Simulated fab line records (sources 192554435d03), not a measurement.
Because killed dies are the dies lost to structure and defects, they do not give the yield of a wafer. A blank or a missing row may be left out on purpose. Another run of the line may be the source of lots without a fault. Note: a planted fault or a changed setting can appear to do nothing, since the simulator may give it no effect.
The same fault as seen by 3 desks + flow n5-finfet + every desk sees just its own numbers, and what lay behind them comes last

== THE DEFECT DESK ==
For each lot, the counts of the inspections along the route, averaged over the sampled wafers that have a number. The brackets show how far a lot's mean lies from the usual mean; more than 4 standard deviations puts the lot out of limits, marked OUT.
Columns: A = raw-defect-count at N5_BEOL_M1_INSPECT_13, usual 413
| lot  | first seen here | A   |
|------|-----------------|-----|
| L256 | day 7 11:10     | 323 |
| L258 | day 8 06:46     | 442 |
| L264 | day 9 16:04     | 509 |
| L267 | day 10 05:37    | 318 |
| L270 | day 11 02:29    | 350 |
| L271 | day 11 07:46    | 486 |
This desk's verdict: no lot among the 6 shows anything out of limits.

== DESK OF THE TOOL OWNER: rie-metal-01 ==
The tool's own readings at N5_BEOL_M1_HM_OPEN_17 (chemistry Cl2/BCl3, target TiN, target depth 20 nm, overetch 6 nm): means of the sampled wafers that have a number, for each lot that ran on this tool. The brackets show how far a lot's mean lies from the usual mean; more than 4 standard deviations puts the lot out of limits, marked OUT.
Columns: A = bias-w at N5_BEOL_M1_HM_OPEN_17, usual 126.0 W; B = drypump-motor-current-A at N5_BEOL_M1_HM_OPEN_17, usual 5.86 A; C = oes-product-au at N5_BEOL_M1_HM_OPEN_17, usual 0.67 a.u.; D = throttle-valve-pct at N5_BEOL_M1_HM_OPEN_17, usual 22.10 %
| lot  | first seen here | A     | B    | C    | D     |
|------|-----------------|-------|------|------|-------|
| L264 | day 9 16:37     | 126.1 | 5.68 | 0.61 | 22.13 |
| L267 | day 10 05:56    | 126.4 | 5.78 | 0.61 | 22.19 |
| L271 | day 11 08:11    | 125.9 | 5.89 | 0.62 | 22.27 |
This desk's verdict: no lot among the 3 shows anything out of limits.

== METROLOGY DESK ==
Lot by lot, what the gauges showed, no matter which tool ran the lot: averages of those sampled wafers that carry a number. The brackets show how far a lot's mean lies from the usual mean; more than 4 standard deviations puts the lot out of limits, marked OUT. 7 of its 12 readings are shown, namely those furthest out on some lot.
Columns: A = M1_OVL at N5_BEOL_M1_OVL_MEAS_12, usual 0.8 nm; B = DIBL_N at N5_BEOL_M4_RC_MEAS_101, usual 35.9 mV/V; C = DIBL_P at N5_BEOL_M4_RC_MEAS_101, usual 36.3 mV/V; D = IOFF_N at N5_BEOL_M4_RC_MEAS_101, usual 0.153 nA/um; E = IOFF_P at N5_BEOL_M4_RC_MEAS_101, usual 0.208 nA/um; F = ION_N at N5_BEOL_M4_RC_MEAS_101, usual 672 uA/um; G = SS_P at N5_BEOL_M4_RC_MEAS_101, usual 73.3 mV/dec
| lot  | first seen here | A    | B    | C    | D     | E     | F   | G    |
|------|-----------------|------|------|------|-------|-------|-----|------|
| L256 | day 7 11:05     | -0.2 | 34.6 | 36.2 | 0.134 | 0.189 | 657 | 72.9 |
| L258 | day 8 06:41     | -0.4 | 39.0 | 39.6 | 0.201 | 0.252 | 679 | 74.3 |
| L264 | day 9 15:58     | 1.1  | 36.4 | 36.8 | 0.145 | 0.202 | 667 | 73.2 |
| L267 | day 10 05:32    | 0.9  | 35.5 | 35.6 | 0.146 | 0.196 | 674 | 73.7 |
| L270 | day 11 02:24    | 1.4  | 33.9 | 34.9 | 0.137 | 0.219 | 667 | 73.4 |
| L271 | day 11 07:40    | 0.1  | 35.4 | 37.2 | 0.164 | 0.209 | 679 | 73.4 |
This desk's verdict: no lot among the 6 shows anything out of limits.

== PUT TOGETHER ==
Nothing the defect desk looked at was out of limits.
The desk of the tool owner found nothing out of limits.
At the metrology desk, nothing out of limits was observed.

== WHAT HAD BEEN PUT IN BY THE SIMULATOR ==
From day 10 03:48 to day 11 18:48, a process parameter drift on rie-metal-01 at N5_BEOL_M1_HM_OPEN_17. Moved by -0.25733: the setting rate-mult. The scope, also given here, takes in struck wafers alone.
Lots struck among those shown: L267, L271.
